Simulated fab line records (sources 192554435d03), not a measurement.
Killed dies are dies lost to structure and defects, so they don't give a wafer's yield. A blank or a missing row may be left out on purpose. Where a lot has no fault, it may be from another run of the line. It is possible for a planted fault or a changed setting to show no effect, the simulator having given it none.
Code-filled problem report in 8D (eight disciplines) form / flow n5-finfet / the parts of the form that need people (team, actions taken, sign-off) are left out

1. THE PROBLEM
Wafers with no fault read 13.1 s with a standard deviation of 2.1, whereas time-to-endpoint-s at N5_DUMMY_GATE_CMP_04 reads a mean of 2.7 s on 1 wafer of 1 lot. That is -5.0 standard deviations from the usual mean.
The step: polishes a-Si.
First seen on wafer L198.5, day 6 12:13, on cmp-02. Wafers with a number at this step in the record: 14, from 5 lots. By rule, "out" or "out of limits" means more than 4 standard deviations away from the usual mean. Any other wafer with a number is counted as sound.

2. WHAT IT IS, AND WHAT IT ISN'T
question=which readings at this step | is=time-to-endpoint-s | is not=motor-current-A, slurry-flow-ml-min
question=which lots | is=L198 | is not=L187, L189, L202, L205
question=which wafers of those lots | is=L198.5 | is not=L198.3
question=read on which tools | is=cmp-02 | is not=cmp-01
question=when | is=from day 6 12:13 | is not=up to then (7 sound wafers); but 6 sound wafers of L202, L205 came after

3. SUSPECTS, AND WHAT RULES EACH OUT
Counting: if a tool at a process step up to the reading ran every lot that is out, it stays a suspect. Sound lots after the first of them don't rule it out here, since some wafers of a struck lot are sound.
- ald-sin-04 at N5_DUMMY_GATE_ALD_02 (deposits SiO2, target thk 2 nm, pulse time 1 s): kept. It ran the lot that is out, L198 (day 6 08:08); its last sound lot up to then is L187 (day 3 07:45).
- cmp-02 at N5_DUMMY_GATE_CMP_04 (polishes a-Si): kept. It ran the lot that is out, L198 (day 6 12:13); its last sound lot up to then is L189 (day 3 23:16). Out on those wafers are its own readings of time-to-endpoint-s.
- At N5_DUMMY_GATE_ALD_02 on ald-sin-04, chamber 0 took the sound wafers of the same lots and chamber 3 took the wafers that are out.
- At N5_DUMMY_GATE_CMP_04 on cmp-02, chamber 0 took the sound wafers of the same lots and chamber 1 took the wafers that are out.
Left after counting: ald-sin-04 at N5_DUMMY_GATE_ALD_02, cmp-02 at N5_DUMMY_GATE_CMP_04.

4. THE CAUSE (what the simulator had put in)
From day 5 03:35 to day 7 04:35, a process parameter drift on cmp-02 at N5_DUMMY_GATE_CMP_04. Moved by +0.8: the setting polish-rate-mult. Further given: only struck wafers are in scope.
After counting, 2 suspects remain, this tool included.

5. THE EFFECT CHAIN, in route order
One row per reading whose mean, taken over the struck wafers that have a number, lies over 3 standard deviations from the usual. Only readings for which the record gives a usual standard deviation are gone through. hours: the time from each lot's start at the first step in this table that gives one to its start at this step, as a median over the lots. sigmas: the change in usual standard deviations.
hours=0; step=N5_DUMMY_GATE_CMP_04; reading=time-to-endpoint-s; usual=13.1 s; on struck wafers=2.7; change=-10.4; sigmas=-5.0
Its process steps:
- N5_DUMMY_GATE_CMP_04: polishes a-Si.
Later measuring or inspecting steps at which every struck wafer that the step has a row for has a number for every such reading, and none has moved that far: N5_DUMMY_GATE_THK_MEAS_05, N5_BEOL_M4_RC_MEAS_101.

6. HOW IT WOULD HAVE BEEN CAUGHT EARLIER
First out-of-limits reading in this record: day 6 12:13, which is 33 hours after fault onset at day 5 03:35.
